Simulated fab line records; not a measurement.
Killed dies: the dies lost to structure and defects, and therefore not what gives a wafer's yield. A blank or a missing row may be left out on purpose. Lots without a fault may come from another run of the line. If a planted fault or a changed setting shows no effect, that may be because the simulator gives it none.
fab line records | flow n5Finfet
record lots=7 | wafers=39
route steps=1938 shown PMOS_HMC_CHANNEL_EPI@78 FIN_SAQP@94 DUMMY_GATE@237 SD_EPI_N@279 SD_EPI_P@321 SD_ACTIVATION@330
startH: the number of hours between the record's first day and the start of the first shown wafer of the lot | waitH: hours elapsed since this lot's preceding step | " the same as in the row above | L1.1+2: one row covering several wafers at once | - no value, or no start given | * or withheld: withheld | < > ~ a bound
route shown NAME@n: a module of which the file shows steps, and the number in the route of the first | usual: the fault-free wafers' mean and standard deviation | same: alike in all rows | chamber/n: place in a boat | sites: the reading at each site | _std_site: the standard deviation of these | _edge_site: outer sites' mean less inner sites' | radiusMm: for every site, how far away it sits from the centre of the wafer | mask NAME#n: copy n | behind: the most recent tool/chamber to have shaped the wafer | hold: what put the lot on hold/how long, in hours/how the hold closed | device: which transistor (n, p or np) failed to switch | end of line: tests of these same wafers at the route's end | a step with no rows: only its recipe | killed: dies that structure and defects cost at the first sort, which is not the same as the wafer's yield | map: dies across one wafer; x = killed, . = not, _ = none there
set.NAME: setting as actually run; set.NAME@STEP: the setting as run at that earlier step | model.NAME: the simulator's own value behind a step, which no gauge read
lots where settings were altered on purpose, with a table for each step and a row for each wafer
## steps
# step N5_PMOS_HMC_CHANNEL_EPI_EPI_20
# recipe material=SiGe30 | maskMaterial=SiO2 | pressureTorr=20 | targetThkA=590 | tempC=600
lot.wafer | tool        | chamber | startH | waitH | set.tempC | model.SiGe30_of_PMOS_HMC_CHANNEL_EPI_EPI_20.thkNm
L074.1    | epiRpcvd-01 | 0       | 17.59  | 0.0   | 595.4     | 54.35
L074.2    | "           | 0       | "      | "     | 600       | 59.03
L074.3    | "           | 0       | "      | "     | 600       | 58.79
L074.4    | "           | 0       | "      | "     | 595.4     | 54.07
L074.5    | "           | 0       | "      | "     | 600       | 59.44
L074.6    | "           | 0       | "      | "     | 595.4     | 54.5
L076.1    | epiRpcvd-01 | 0       | 30.12  | 0.0   | 600       | 57.49
L076.2    | "           | 0       | "      | "     | 600       | 58.12
L076.3    | "           | 0       | "      | "     | 600       | 57.83
L076.4    | "           | 0       | "      | "     | 600       | 57.89
L076.5    | "           | 0       | "      | "     | 600       | 57.93
L076.6    | "           | 0       | "      | "     | 600       | 58.11
L078.1    | epiRpcvd-01 | 0       | 41.61  | 0.0   | 604.2     | 64.09
L078.2    | "           | 0       | "      | "     | 600       | 59.26
L078.3    | "           | 0       | "      | "     | 600       | 59.55
L078.4    | "           | 0       | "      | "     | 600       | 59.85
L078.5    | "           | 0       | "      | "     | 604.2     | 64.26
L078.6    | "           | 0       | "      | "     | 604.2     | 64.27
L081.1    | epiRpcvd-02 | 0       | 60.09  | 0.0   | 600       | 60.06
L081.2    | "           | 0       | "      | "     | 600       | 59.31
L081.3    | "           | 0       | "      | "     | 600       | 60.14
L081.4    | "           | 0       | "      | "     | 600       | 60.37
L081.5    | "           | 0       | "      | "     | 600       | 59.74
L081.6    | "           | 0       | "      | "     | 600       | 60.07
L094.1    | epiRpcvd-01 | 0       | 138.11 | 0.0   | 600       | 59.9
L094.2    | "           | 0       | "      | "     | 600       | 59.63
L094.3    | "           | 0       | "      | "     | 600       | 59.49
L094.4    | "           | 0       | "      | "     | 600       | 59.42
L094.5    | "           | 0       | "      | "     | 600       | 59.67
L094.6    | "           | 0       | "      | "     | 600       | 59.43
L095.1    | epiRpcvd-04 | 0       | 144.16 | 0.0   | 600       | 58
L095.2    | "           | 0       | "      | "     | 602.7     | 61.94
L095.3    | "           | 0       | "      | "     | 602.7     | 61.44
L095.4    | "           | 0       | "      | "     | 602.7     | 61.24
L095.5    | "           | 0       | "      | "     | 600       | 58.31
L095.6    | "           | 0       | "      | "     | 600       | 57.92
L096.2    | epiRpcvd-01 | 0       | 150.42 | 0.2   | 600       | 60.22
L096.4    | "           | 0       | "      | "     | 600       | 59.96
L096.5    | "           | 0       | "      | "     | 600       | 59.75
# step N5_FIN_SAQP_ALD_61
# recipe material=SiO2 | targetThkA=40 | tempC=300 | aldPrecursorFamily=BDEAS | aldCoReactant=O2-plasma | pulseTimeS=1 | purgeTimeS=2 | coReactantPurgeTimeS=2 | aldCycles=43 | pressureTorr=2
lot.wafer | tool      | chamber | startH | waitH | set.aldCycles | model.SiO2_of_FIN_SAQP_ALD_61.thkNm
L074.1    | aldSin-01 | 2       | 20.34  | 0.5   | 40            | 3.739
L074.2    | "         | 1       | "      | "     | 40            | 3.711
L074.3    | "         | 3       | "      | "     | 43            | 4.01
L074.4    | "         | 0       | "      | "     | 43            | 4.017
L074.5    | "         | 1       | "      | "     | 43            | 4.012
L074.6    | "         | 2       | "      | "     | 40            | 3.702
L076.1    | aldSin-02 | 1       | 32.75  | 0.0   | 43            | 4.014
L076.2    | "         | 3       | "      | "     | 43            | 3.994
L076.3    | "         | 2       | "      | "     | 45            | 4.184
L076.4    | "         | 0       | "      | "     | 43            | 4.013
L076.5    | "         | 0       | "      | "     | 45            | 4.2
L076.6    | "         | 3       | "      | "     | 45            | 4.204
L078.1    | aldSin-04 | 3       | 44.05  | 0.2   | 43            | 3.983
L078.2    | "         | 1       | "      | "     | 43            | 3.99
L078.3    | "         | 0       | "      | "     | 40            | 3.72
L078.4    | "         | 2       | "      | "     | 43            | 3.998
L078.5    | "         | 2       | "      | "     | 40            | 3.722
L078.6    | "         | 1       | "      | "     | 40            | 3.697
L081.1    | aldSin-02 | 3       | 62.77  | 0.3   | 43            | 3.986
L081.2    | "         | 0       | "      | "     | 43            | 4.001
L081.3+6  | "         | 1,2     | "      | "     | 43            | 4.005
L081.4    | "         | 2       | "      | "     | 43            | 4.004
L081.5    | "         | 3       | "      | "     | 43            | 3.984
L094.1    | aldSin-01 | 2       | 142.27 | 1.8   | 39            | 3.625
L094.2    | "         | 3       | "      | "     | 43            | 3.979
L094.3    | "         | 1       | "      | "     | 39            | 3.637
L094.4    | "         | 1       | "      | "     | 39            | 3.618
L094.5    | "         | 3       | "      | "     | 43            | 3.99
L094.6    | "         | 2       | "      | "     | 43            | 3.983
L095.1    | aldSin-02 | 1       | 146.90 | 0.0   | 47            | 4.389
L095.2    | "         | 0       | "      | "     | 43            | 4.01
L095.3    | "         | 3       | "      | "     | 43            | 3.992
L095.4    | "         | 2       | "      | "     | 47            | 4.38
L095.5    | "         | 0       | "      | "     | 43            | 4.007
L095.6    | "         | 1       | "      | "     | 47            | 4.395
L096.2    | aldSin-02 | 2       | 152.56 | 0.0   | 43            | 4.009
L096.4    | "         | 3       | "      | "     | 43            | 4.011
L096.5    | "         | 3       | "      | "     | 43            | 3.993
# step N5_DUMMY_GATE_ETCH_37
# recipe chemistry=N2/H2 | target=SOC | targetDepthA=600 | overetchA=300 | tempC=40 | ionEnergyEv=200 | pressureMtorr=30 | sourceW=840 | biasW=150 | n2FlowSccm=200 | h2FlowSccm=200
# usual rfVppV=524.4/2.9
lot.wafer | tool       | chamber | startH | waitH | set.sourceW | rfVppV | model.SiARC_of_DUMMY_GATE_COAT_35.thkNm
L074.1    | rieDiel-03 | 1       | 48.78  | 0.0   | 840         | 525.5  | 5
L074.2    | "          | 3       | "      | "     | 782.2       | 533.9  | 5.2
L074.3    | "          | 0       | "      | "     | 782.2       | 534.0  | 5.2
L074.4    | "          | 2       | "      | "     | 782.2       | 539.9  | 5.2
L074.5    | "          | 3       | "      | "     | 840         | 523.5  | 5
L074.6    | "          | 2       | "      | "     | 840         | 527.8  | 5
L076.1    | rieDiel-03 | 2       | 58.60  | 0.0   | 919.6       | 511.9  | 4.8
L076.2    | "          | 3       | "      | "     | 919.6       | 507.9  | 4.8
L076.3    | "          | 1       | "      | "     | 919.6       | 509.6  | 4.8
L076.4    | "          | 0       | "      | "     | 840         | 520.7  | 5
L076.5    | "          | 2       | "      | "     | 840         | 527.7  | 5
L076.6    | "          | 3       | "      | "     | 840         | 522.0  | 5
L078.1    | rieDiel-01 | 3       | 70.10  | 0.0   | 840         | 526.7  | 4.8
L078.2    | "          | 2       | "      | "     | 840         | 523.2  | 5
L078.3    | "          | 0       | "      | "     | 840         | 529.5  | 5
L078.4    | "          | 2       | "      | "     | 840         | 522.3  | 5
L078.5    | "          | 3       | "      | "     | 840         | 524.4  | 4.6
L078.6    | "          | 0       | "      | "     | 840         | 528.7  | 5
L081.1    | rieDiel-04 | 3       | 89.03  | 0.0   | 697.8       | 553.3  | 5.6
L081.2    | "          | 2       | "      | "     | 840         | 524.5  | 5.2
L081.3    | "          | 0       | "      | "     | 840         | 525.8  | 5
L081.4    | "          | 1       | "      | "     | 840         | 522.1  | 5
L081.5    | "          | 2       | "      | "     | 697.8       | 559.8  | 5.6
L081.6    | "          | 3       | "      | "     | 697.8       | 553.8  | 5.6
L094.1    | rieDiel-04 | 1       | 171.49 | 0.0   | 840         | 522.1  | 5
L094.2    | "          | 0       | "      | "     | 798.6       | 533.6  | 5
L094.3    | "          | 2       | "      | "     | 798.6       | 531.9  | 5.2
L094.4    | "          | 3       | "      | "     | 798.6       | 530.8  | 5.2
L094.5    | "          | 1       | "      | "     | 840         | 521.5  | 5
L094.6    | "          | 0       | "      | "     | 840         | 525.2  | 5
L095.1    | rieDiel-03 | 0       | 172.93 | 0.0   | 699         | 552.3  | 5.6
L095.2    | "          | 3       | "      | "     | 699         | 554.2  | 5.6
L095.3    | "          | 1       | "      | "     | 840         | 524.8  | 5
L095.4    | "          | 2       | "      | "     | 840         | 527.1  | 5
L095.5    | "          | 0       | "      | "     | 699         | 553.3  | 5.4
L095.6    | "          | 3       | "      | "     | 840         | 521.4  | 5
L096.2    | rieDiel-04 | 2       | 187.35 | 0.0   | 840         | 525.6  | 5
L096.4    | "          | 0       | "      | "     | 840         | 526.6  | 5
L096.5    | "          | 1       | "      | "     | 840         | 521.1  | 5
# step N5_DUMMY_GATE_ETCH_32
# recipe chemistry=CF4 | target=SiO2 | targetDepthA=35 | timeS=3.9 | ionEnergyEv=350 | pressureMtorr=10 | icpW=800 | biasW=400 | cf4FlowSccm=80
lot.wafer | tool     | chamber | startH | waitH | set.timeS | model.etch.depthNm
L074.1    | rieSi-02 | 1       | 49.30  | 0.1   | 3.395     | 3.078
L074.2    | "        | 0       | "      | "     | 3.395     | 3.05
L074.3    | "        | 3       | "      | "     | 3.9       | 3.498
L074.4    | "        | 2       | "      | "     | 3.395     | 2.971
L074.5    | "        | 2       | "      | "     | 3.9       | 3.412
L074.6    | "        | 3       | "      | "     | 3.9       | 3.512
L076.1    | rieSi-06 | 1       | 59.22  | 0.1   | 3.9       | 3.442
L076.2    | "        | 3       | "      | "     | 4.342     | 3.946
L076.3    | "        | 2       | "      | "     | 4.342     | 3.903
L076.4    | "        | 0       | "      | "     | 4.342     | 3.871
L076.5    | "        | 1       | "      | "     | 3.9       | 3.478
L076.6    | "        | 0       | "      | "     | 3.9       | 3.512
L078.1    | rieSi-02 | 2       | 70.68  | 0.1   | 3.9       | 3.41
L078.2    | "        | 3       | "      | "     | 3.05      | 2.756
L078.3    | "        | 0       | "      | "     | 3.05      | 2.766
L078.4    | "        | 1       | "      | "     | 3.9       | 3.524
L078.5    | "        | 1       | "      | "     | 3.9       | 3.51
L078.6    | "        | 0       | "      | "     | 3.05      | 2.762
L081.1    | rieSi-06 | 0       | 89.55  | 0.1   | 3.352     | 3.035
L081.2    | "        | 1       | "      | "     | 3.352     | 2.982
L081.3    | "        | 2       | "      | "     | 3.352     | 3.023
L081.4    | "        | 3       | "      | "     | 3.9       | 3.543
L081.5    | "        | 1       | "      | "     | 3.9       | 3.501
L081.6    | "        | 2       | "      | "     | 3.9       | 3.509
L094.1    | rieSi-02 | 1       | 172.24 | 0.1   | 3.9       | 3.572
L094.2    | "        | 0       | "      | "     | 3.9       | 3.506
L094.3    | "        | 2       | "      | "     | 4.282     | 3.746
L094.4    | "        | 3       | "      | "     | 3.9       | 3.522
L094.5    | "        | 3       | "      | "     | 4.282     | 3.851
L094.6    | "        | 0       | "      | "     | 4.282     | 3.844
L095.1    | rieSi-06 | 3       | 173.46 | 0.1   | 3.457     | 3.157
L095.2    | "        | 0       | "      | "     | 3.457     | 3.117
L095.3    | "        | 2       | "      | "     | 3.9       | 3.526
L095.4    | "        | 1       | "      | "     | 3.9       | 3.545
L095.5    | "        | 3       | "      | "     | 3.9       | 3.576
L095.6    | "        | 2       | "      | "     | 3.457     | 3.151
L096.2    | rieSi-06 | 3       | 187.87 | 0.1   | 3.9       | 3.514
L096.4    | "        | 2       | "      | "     | 3.9       | 3.53
L096.5    | "        | 3       | "      | "     | 3.9       | 3.542
# step N5_SD_EPI_N_ETCH_16
# recipe chemistry=CHF3/O2 | target=SiO2 | targetDepthA=50 | maskMaterial=SOC | pressureMtorr=30 | sourceW=650 | biasW=170 | Ar_flow_sccm=200 | CHF3_flow_sccm=50 | O2_flow_sccm=5 | ionEnergyEv=200
lot.wafer | tool       | chamber | startH | waitH | set.targetDepthA | model.etch.depthNm
L074.1    | rieDiel-05 | 2       | 51.50  | 0.1   | 43.82            | 4.386
L074.2    | "          | 0       | "      | "     | 50               | 5.068
L074.3    | "          | 1       | "      | "     | 43.82            | 4.368
L074.4    | "          | 3       | "      | "     | 50               | 4.944
L074.5    | "          | 1       | "      | "     | 43.82            | 4.361
L074.6    | "          | 0       | "      | "     | 50               | 5.103
L076.1    | rieDiel-06 | 1       | 61.46  | 0.1   | 50               | 5.039
L076.2    | "          | 0       | "      | "     | 50               | 4.885
L076.3    | "          | 2       | "      | "     | 50               | 4.987
L076.4    | "          | 3       | "      | "     | 50               | 5.034
L076.5    | "          | 1       | "      | "     | 50               | 5.055
L076.6    | "          | 2       | "      | "     | 50               | 4.929
L078.1    | rieDiel-05 | 2       | 73.05  | 0.1   | 50               | 4.959
L078.2    | "          | 1       | "      | "     | 50               | 4.965
L078.3    | "          | 0       | "      | "     | 50               | 5.142
L078.4    | "          | 3       | "      | "     | 44.83            | 4.497
L078.5    | "          | 0       | "      | "     | 44.83            | 4.563
L078.6    | "          | 3       | "      | "     | 44.83            | 4.468
L081.1    | rieDiel-05 | 2       | 93.23  | 0.1   | 47.56            | 4.75
L081.2    | "          | 3       | "      | "     | 50               | 4.994
L081.3    | "          | 0       | "      | "     | 50               | 5.115
L081.4    | "          | 1       | "      | "     | 47.56            | 4.73
L081.5    | "          | 0       | "      | "     | 47.56            | 4.883
L081.6    | "          | 1       | "      | "     | 50               | 5.009
L094.1    | rieDiel-06 | 2       | 174.38 | 0.1   | 50               | 5.014
L094.2    | "          | 0       | "      | "     | 50               | 5.024
L094.3    | "          | 3       | "      | "     | 50               | 4.942
L094.4    | "          | 1       | "      | "     | 50               | 4.953
L094.5    | "          | 3       | "      | "     | 50               | 4.978
L094.6    | "          | 2       | "      | "     | 50               | 5.029
L095.1    | rieDiel-06 | 3       | 175.70 | 0.1   | 50               | 5
L095.2    | "          | 2       | "      | "     | 54.94            | 5.506
L095.3    | "          | 0       | "      | "     | 54.94            | 5.519
L095.4    | "          | 1       | "      | "     | 50               | 4.926
L095.5    | "          | 2       | "      | "     | 50               | 5.015
L095.6    | "          | 3       | "      | "     | 54.94            | 5.492
L096.2    | rieDiel-05 | 2       | 192.05 | 0.1   | 50               | 4.98
L096.4    | "          | 1       | "      | "     | 50               | 5.032
L096.5    | "          | 2       | "      | "     | 50               | 5.001
# step N5_SD_EPI_P_EPI_21
# recipe material=SiGe:B | dopant=B | tempC=550 | pressureTorr=20 | ambient=H2 | timeS=355
lot.wafer | tool        | chamber | startH | waitH | set.tempC | model.SiGe-B_of_SD_EPI_P_EPI_21.thkNm
L074.1    | epiRpcvd-03 | 0       | 56.55  | 0.1   | 547.2     | 57.4
L074.2    | "           | 0       | "      | "     | 547.2     | 58
L074.3    | "           | 0       | "      | "     | 547.2     | 57.8
L074.4    | "           | 0       | "      | "     | 550       | 61.8
L074.5    | "           | 0       | "      | "     | 550       | 62.2
L074.6    | "           | 0       | "      | "     | 550       | 62
L076.1    | epiRpcvd-03 | 0       | 66.81  | 0.1   | 548.9     | 59.2
L076.2    | "           | 0       | "      | "     | 550       | 60.6
L076.3    | "           | 0       | "      | "     | 548.9     | 59
L076.4    | "           | 0       | "      | "     | 548.9     | 59.6
L076.5    | "           | 0       | "      | "     | 550       | 60.4
L076.6    | "           | 0       | "      | "     | 550       | 61.6
L078.1+6  | epiRpcvd-03 | 0       | 78.31  | 0.1   | 550       | 61.4
L078.2    | "           | 0       | "      | "     | 550       | 60.6
L078.3    | "           | 0       | "      | "     | 550       | 60.8
L078.4    | "           | 0       | "      | "     | 550       | 61.2
L078.5    | "           | 0       | "      | "     | 550       | 60.4
L081.1    | epiRpcvd-03 | 0       | 98.43  | 0.1   | 550       | 61.6
L081.2    | "           | 0       | "      | "     | 550       | 60.2
L081.3    | "           | 0       | "      | "     | 552.9     | 65.4
L081.4    | "           | 0       | "      | "     | 552.9     | 64.8
L081.5    | "           | 0       | "      | "     | 552.9     | 65.2
L081.6    | "           | 0       | "      | "     | 550       | 60.6
L094.1    | epiRpcvd-02 | 0       | 180.29 | 0.1   | 554.2     | 66
L094.2    | "           | 0       | "      | "     | 554.2     | 66.4
L094.3    | "           | 0       | "      | "     | 554.2     | 67
L094.4+6  | "           | 0       | "      | "     | 550       | 60.4
L094.5    | "           | 0       | "      | "     | 550       | 61.4
L095.1+6  | epiRpcvd-03 | 0       | 181.73 | 0.2   | 550       | 61.6
L095.2    | "           | 0       | "      | "     | 547.4     | 57.6
L095.3+5  | "           | 0       | "      | "     | 547.4     | 58
L095.4    | "           | 0       | "      | "     | 550       | 61.4
L096.2    | epiRpcvd-04 | 0       | 198.56 | 0.6   | 550       | 60.6
L096.4    | "           | 0       | "      | "     | 550       | 59.6
L096.5    | "           | 0       | "      | "     | 550       | 60.2
# step N5_SD_EPI_P_EPI_MEAS_23
# recipe mode=xrd
# usual thkNm=61.0/1.1
lot.wafer | tool         | chamber | startH | waitH | set.tempC@SD_EPI_P_EPI_21 | thkNm
L074.1    | filmMetro-01 | -       | 58.75  | 1.8   | 547.2                     | 58.4
L074.2    | "            | -       | "      | "     | 547.2                     | 58.3
L074.3    | "            | -       | "      | "     | 547.2                     | 57.1
L074.4    | "            | -       | "      | "     | 550                       | 61.9
L074.5    | "            | -       | "      | "     | 550                       | 62.7
L074.6    | "            | -       | "      | "     | 550                       | 63.4
L076.1    | filmMetro-02 | -       | 69.01  | 1.8   | 548.9                     | 57.6
L076.2    | "            | -       | "      | "     | 550                       | 60.4
L076.3    | "            | -       | "      | "     | 548.9                     | 60.9
L076.4    | "            | -       | "      | "     | 548.9                     | 59.9
L076.5    | "            | -       | "      | "     | 550                       | 61.0
L076.6    | "            | -       | "      | "     | 550                       | 61.1
L078.1    | filmMetro-02 | -       | 80.52  | 1.9   | 550                       | 63.0
L078.2    | "            | -       | "      | "     | 550                       | 61.1
L078.3    | "            | -       | "      | "     | 550                       | 61.3
L078.4    | "            | -       | "      | "     | 550                       | 61.7
L078.5    | "            | -       | "      | "     | 550                       | 60.7
L078.6    | "            | -       | "      | "     | 550                       | 61.2
L081.1    | filmMetro-02 | -       | 100.63 | 1.8   | 550                       | 61.3
L081.2    | "            | -       | "      | "     | 550                       | 60.2
L081.3    | "            | -       | "      | "     | 552.9                     | 66.5
L081.4    | "            | -       | "      | "     | 552.9                     | 65.7
L081.5    | "            | -       | "      | "     | 552.9                     | 65.0
L081.6    | "            | -       | "      | "     | 550                       | 60.1
L094.1    | filmMetro-01 | -       | 182.49 | 1.8   | 554.2                     | 64.2
L094.2    | "            | -       | "      | "     | 554.2                     | 66.8
L094.3    | "            | -       | "      | "     | 554.2                     | 67.1
L094.4    | "            | -       | "      | "     | 550                       | 60.5
L094.5    | "            | -       | "      | "     | 550                       | 62.4
L094.6    | "            | -       | "      | "     | 550                       | 60.7
L095.1    | filmMetro-02 | -       | 184.64 | 2.4   | 550                       | 62.1
L095.2    | "            | -       | "      | "     | 547.4                     | 57.6
L095.3    | "            | -       | "      | "     | 547.4                     | 57.4
L095.4    | "            | -       | "      | "     | 550                       | 62.3
L095.5    | "            | -       | "      | "     | 547.4                     | 57.7
L095.6    | "            | -       | "      | "     | 550                       | 62.3
L096.2    | filmMetro-02 | -       | 201.02 | 2.0   | 550                       | 59.0
L096.4    | "            | -       | "      | "     | 550                       | 57.6
L096.5    | "            | -       | "      | "     | 550                       | 59.4
# step N5_SD_EPI_P_HM_STRIP_48
# recipe chemistry=H3PO4 | tempC=160 | material=SiNx | target=SiNx | targetDepthA=30 | overetchFraction=0.3
lot.wafer  | tool        | chamber | startH | waitH | set.tempC@SD_EPI_P_EPI_21 | model.SiGe-B_of_SD_EPI_P_EPI_21.thkNm
L074.1     | wetBench-06 | 7       | 58.79  | 0.0   | 547.2                     | 57.2
L074.2+3   | "           | 4,0     | "      | "     | 547.2                     | 57.6
L074.4+6   | "           | 3,2     | "      | "     | 550                       | 61.6
L074.5     | "           | 1       | "      | "     | 550                       | 62
L076.1     | wetBench-06 | 1       | 69.04  | 0.0   | 548.9                     | 59
L076.2     | "           | 2       | "      | "     | 550                       | 60.4
L076.3     | "           | 5       | "      | "     | 548.9                     | 58.8
L076.4     | "           | 6       | "      | "     | 548.9                     | 59.2
L076.5     | "           | 4       | "      | "     | 550                       | 60
L076.6     | "           | 3       | "      | "     | 550                       | 61.2
L078.1+4+6 | wetBench-04 | 2,7,6   | 80.56  | 0.0   | 550                       | 61
L078.2     | "           | 1       | "      | "     | 550                       | 60.2
L078.3     | "           | 0       | "      | "     | 550                       | 60.6
L078.5     | "           | 3       | "      | "     | 550                       | 60
L081.1     | wetBench-04 | 1       | 100.66 | 0.0   | 550                       | 61.4
L081.2     | "           | 3       | "      | "     | 550                       | 59.8
L081.3     | "           | 7       | "      | "     | 552.9                     | 65
L081.4     | "           | 0       | "      | "     | 552.9                     | 64.4
L081.5     | "           | 6       | "      | "     | 552.9                     | 64.8
L081.6     | "           | 2       | "      | "     | 550                       | 60.4
L094.1     | wetBench-04 | 3       | 182.52 | 0.0   | 554.2                     | 65.8
L094.2     | "           | 4       | "      | "     | 554.2                     | 66
L094.3     | "           | 6       | "      | "     | 554.2                     | 66.8
L094.4     | "           | 2       | "      | "     | 550                       | 60.2
L094.5     | "           | 5       | "      | "     | 550                       | 61.2
L094.6     | "           | 1       | "      | "     | 550                       | 60
L095.1+4   | wetBench-02 | 0,4     | 184.68 | 0.0   | 550                       | 61.2
L095.2     | "           | 5       | "      | "     | 547.4                     | 57.4
L095.3     | "           | 6       | "      | "     | 547.4                     | 57.8
L095.5     | "           | 1       | "      | "     | 547.4                     | 57.6
L095.6     | "           | 7       | "      | "     | 550                       | 61.4
L096.2     | wetBench-04 | 2       | 201.06 | 0.0   | 550                       | 60.2
L096.4     | "           | 1       | "      | "     | 550                       | 59.4
L096.5     | "           | 0       | "      | "     | 550                       | 59.8
# step N5_SD_EPI_P_SRD_49
# recipe dry=ipaMarangoni | timeS=30 | tempC=23 | rinseLiquid=diw
# step N5_SD_EPI_P_PRECLEAN_24
# recipe chemistry=O3/DIW | timeS=45 | tempC=22 | o3Ppm=10
# step N5_SD_ACTIVATION_RTA_00
# recipe tempC=975 | timeS=0 | ambient=N2 | idleTempC=600 | rampUpCPerS=150 | rampDownCPerS=60 | coolToC=600
# step N5_SD_ACTIVATION_LSA_01
# recipe tempC=1080 | timeS=0.0008 | ambient=N2
# step N5_SD_ACTIVATION_RS_MEAS_03
# recipe thkMeasGauge=four-point-probe
# usual RS_SD_N=21.85/0.27 | RS_SD_P=56.2/0.78
lot.wafer | tool         | chamber | startH | waitH | set.tempC@SD_EPI_P_EPI_21 | RS_SD_N[ohm/sq] | RS_SD_P[ohm/sq]
L074.1    | filmMetro-01 | -       | 59.36  | 0.2   | 547.2                     | 22.04           | 59.5
L074.2    | "            | -       | "      | "     | 547.2                     | 21.77           | 59.1
L074.3    | "            | -       | "      | "     | 547.2                     | 21.90           | 59.0
L074.4    | "            | -       | "      | "     | 550                       | 21.74           | 54.6
L074.5    | "            | -       | "      | "     | 550                       | 21.66           | 54.9
L074.6    | "            | -       | "      | "     | 550                       | 21.88           | 55.1
L076.1    | filmMetro-01 | -       | 69.61  | 0.2   | 548.9                     | 22.05           | 58.1
L076.2    | "            | -       | "      | "     | 550                       | 21.88           | 56.2
L076.3    | "            | -       | "      | "     | 548.9                     | 21.81           | 58.7
L076.4    | "            | -       | "      | "     | 548.9                     | 22.15           | 57.3
L076.5    | "            | -       | "      | "     | 550                       | 21.76           | 56.8
L076.6    | "            | -       | "      | "     | 550                       | 21.91           | 56.3
L078.1    | filmMetro-02 | -       | 81.19  | 0.2   | 550                       | 21.44           | 56.5
L078.2    | "            | -       | "      | "     | 550                       | 21.62           | 57.4
L078.3    | "            | -       | "      | "     | 550                       | 21.51           | 57.1
L078.4    | "            | -       | "      | "     | 550                       | 20.99           | 55.7
L078.5    | "            | -       | "      | "     | 550                       | 21.63           | 56.8
L078.6    | "            | -       | "      | "     | 550                       | 21.50           | 55.9
L081.1    | filmMetro-01 | -       | 101.37 | 0.2   | 550                       | 22.06           | 55.4
L081.2    | "            | -       | "      | "     | 550                       | 22.14           | 57.1
L081.3    | "            | -       | "      | "     | 552.9                     | 22.37           | 52.2
L081.4    | "            | -       | "      | "     | 552.9                     | 21.97           | 53.3
L081.5    | "            | -       | "      | "     | 552.9                     | 22.30           | 52.5
L081.6    | "            | -       | "      | "     | 550                       | 22.14           | 56.7
L094.1    | filmMetro-01 | -       | 183.42 | 0.2   | 554.2                     | 21.55           | 51.9
L094.2    | "            | -       | "      | "     | 554.2                     | 21.67           | 51.6
L094.3    | "            | -       | "      | "     | 554.2                     | 21.96           | 51.1
L094.4    | "            | -       | "      | "     | 550                       | 21.89           | 57.7
L094.5    | "            | -       | "      | "     | 550                       | 21.86           | 56.1
L094.6    | "            | -       | "      | "     | 550                       | 22.03           | 57.4
L095.1    | filmMetro-01 | -       | 185.27 | 0.2   | 550                       | 21.68           | 55.1
L095.2    | "            | -       | "      | "     | 547.4                     | 21.58           | 59.0
L095.3    | "            | -       | "      | "     | 547.4                     | 21.68           | 58.7
L095.4    | "            | -       | "      | "     | 550                       | 22.09           | 55.2
L095.5    | "            | -       | "      | "     | 547.4                     | 21.67           | 58.5
L095.6    | "            | -       | "      | "     | 550                       | 21.60           | 55.0
L096.2    | filmMetro-02 | -       | 201.72 | 0.2   | 550                       | 22.15           | 56.7
L096.4    | "            | -       | "      | "     | 550                       | 21.94           | 57.9
L096.5    | "            | -       | "      | "     | 550                       | 21.81           | 56.4
## key
split step=N5_PMOS_HMC_CHANNEL_EPI_EPI_20 | setting=tempC | stated=600 | by=wafer
response step=N5_PMOS_HMC_CHANNEL_EPI_EPI_20 | reading=model.SiGe30_of_PMOS_HMC_CHANNEL_EPI_EPI_20.thkNm | change=+6.62 | per=1% | r=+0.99
split step=N5_FIN_SAQP_ALD_61 | setting=aldCycles | stated=43 | by=wafer
response step=N5_FIN_SAQP_ALD_61 | reading=model.SiO2_of_FIN_SAQP_ALD_61.thkNm | change=+0.0403 | per=1% | r=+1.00
split step=N5_DUMMY_GATE_ETCH_37 | setting=sourceW | stated=840 | by=wafer
response step=N5_DUMMY_GATE_ETCH_37 | reading=rfVppV | change=-1.73 | per=1% | r=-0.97
response step=N5_DUMMY_GATE_ETCH_37 | reading=model.SiARC_of_DUMMY_GATE_COAT_35.thkNm | change=-0.03 | per=1% | r=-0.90
split step=N5_DUMMY_GATE_ETCH_32 | setting=timeS | stated=3.9 | by=wafer
response step=N5_DUMMY_GATE_ETCH_32 | reading=model.etch.depthNm | change=+0.0341 | per=1% | r=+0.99
split step=N5_SD_EPI_N_ETCH_16 | setting=targetDepthA | stated=50 | by=wafer
response step=N5_SD_EPI_N_ETCH_16 | reading=model.etch.depthNm | change=+0.0524 | per=1% | r=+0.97
split step=N5_SD_EPI_P_EPI_21 | setting=tempC | stated=550 | by=wafer
response step=N5_SD_EPI_P_EPI_21 | reading=model.SiGe-B_of_SD_EPI_P_EPI_21.thkNm | change=+7.87 | per=1% | r=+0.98
response step=N5_SD_EPI_P_EPI_MEAS_23 | reading=thkNm | change=* | per=1% | r=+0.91
response step=N5_SD_EPI_P_HM_STRIP_48 | reading=model.SiGe-B_of_SD_EPI_P_EPI_21.thkNm | change=+7.81 | per=1% | r=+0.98
response step=N5_SD_ACTIVATION_RS_MEAS_03 | reading=RS_SD_P | change=-7.52 | per=1% | r=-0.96
